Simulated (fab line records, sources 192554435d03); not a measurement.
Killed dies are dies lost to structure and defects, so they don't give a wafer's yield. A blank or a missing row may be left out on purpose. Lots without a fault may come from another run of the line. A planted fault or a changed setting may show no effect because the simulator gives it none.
One fault seen from 2 desks | flow n5_finfet | each desk has only its own numbers; what lay behind them comes last

THE TOOL OWNER'S DESK: rie_diel-04
The tool's own readings at N5_MIM_BOT_ETCH_ETCH_04 (etches SiNx in CF4/O2, target depth 26 nm, time 13 s): means of the sampled wafers that have a number, for each lot that ran on this tool. A lot is out of limits, marked OUT, if its mean lies more than 4 standard deviations from the usual mean; the brackets give that distance. Of its 8 readings 7 are shown: those that lie furthest out on some lot.
Columns: A = O2_flow_sccm at N5_MIM_BOT_ETCH_ETCH_04, usual 9.998 sccm; B = bias_w at N5_MIM_BOT_ETCH_ETCH_04, usual 49.02 W; C = drypump_motor_current_A at N5_MIM_BOT_ETCH_ETCH_04, usual 5.8 A; D = mfc_ar_sccm at N5_MIM_BOT_ETCH_ETCH_04, usual 100.0 sccm; E = oes_product_au at N5_MIM_BOT_ETCH_ETCH_04, usual 0.82 a.u.; F = rf_vpp_V at N5_MIM_BOT_ETCH_ETCH_04, usual 238 V; G = throttle_valve_pct at N5_MIM_BOT_ETCH_ETCH_04, usual 15.86 %
lot  | first seen here | A      | B     | C   | D    | E    | F   | G
L372 | day 11 13:50    | 10.020 | 49.11 | 5.6 | 99.9 | 0.75 | 236 | 15.97
L384 | day 14 23:21    | 9.991  | 49.19 | 5.7 | 99.8 | 0.72 | 235 | 16.01
This desk's finding: nothing out of limits on any of the 2 lots.

THE METROLOGY DESK
What the gauges read, lot by lot, whatever tool the lot ran on: means of the sampled wafers that have a number. A lot is out of limits, marked OUT, if its mean lies more than 4 standard deviations from the usual mean; the brackets give that distance. Of its 12 readings 7 are shown: those that lie furthest out on some lot.
Columns: A = DIBL_N at N5_BEOL_M4_RC_MEAS_101, usual 36.0 mV/V; B = DIBL_P at N5_BEOL_M4_RC_MEAS_101, usual 36.7 mV/V; C = SS_P at N5_BEOL_M4_RC_MEAS_101, usual 73.4 mV/dec; D = VT_N at N5_BEOL_M4_RC_MEAS_101, usual 250 mV; E = VT_P at N5_BEOL_M4_RC_MEAS_101, usual -251 mV; F = MIM_TOP_OVL at N5_MIM_TOP_LITHO_OVL_MEAS_11, usual 2 nm; G = MIM_BOT_OVL at N5_MIM_BOT_LITHO_OVL_MEAS_11, usual 3 nm
lot  | first seen here | A    | B    | C    | D   | E    | F  | G
L373 | day 7 16:49     | 38.3 | 36.8 | 74.1 | 251 | -253 | -1 | 4
L372 | day 7 17:22     | 32.3 | 33.6 | 72.5 | 253 | -253 | 2  | 5
L375 | day 8 17:45     | 38.5 | 38.9 | 73.7 | 245 | -246 | 12 | 5
L376 | day 8 18:52     | 32.4 | 33.3 | 72.0 | 252 | -252 | 7  | 3
L384 | day 10 21:15    | 34.6 | 31.5 | 72.5 | 254 | -249 | -5 | 1
L386 | day 11 03:30    | 37.3 | 35.9 | 73.6 | 251 | -249 | 8  | -1
L387 | day 12 02:37    | 36.1 | 36.8 | 73.6 | 250 | -250 | -2 | -3
L394 | day 14 07:53    | 35.8 | 38.0 | 73.5 | 247 | -250 | 10 | 7
L395 | day 14 13:20    | 36.0 | 37.0 | 73.2 | 252 | -256 | 2  | 7
This desk's finding: nothing out of limits on any of the 9 lots.

PUT TOGETHER
The tool owner's desk saw nothing out of limits.
The metrology desk saw nothing out of limits.

WHAT THE SIMULATOR HAD PUT IN
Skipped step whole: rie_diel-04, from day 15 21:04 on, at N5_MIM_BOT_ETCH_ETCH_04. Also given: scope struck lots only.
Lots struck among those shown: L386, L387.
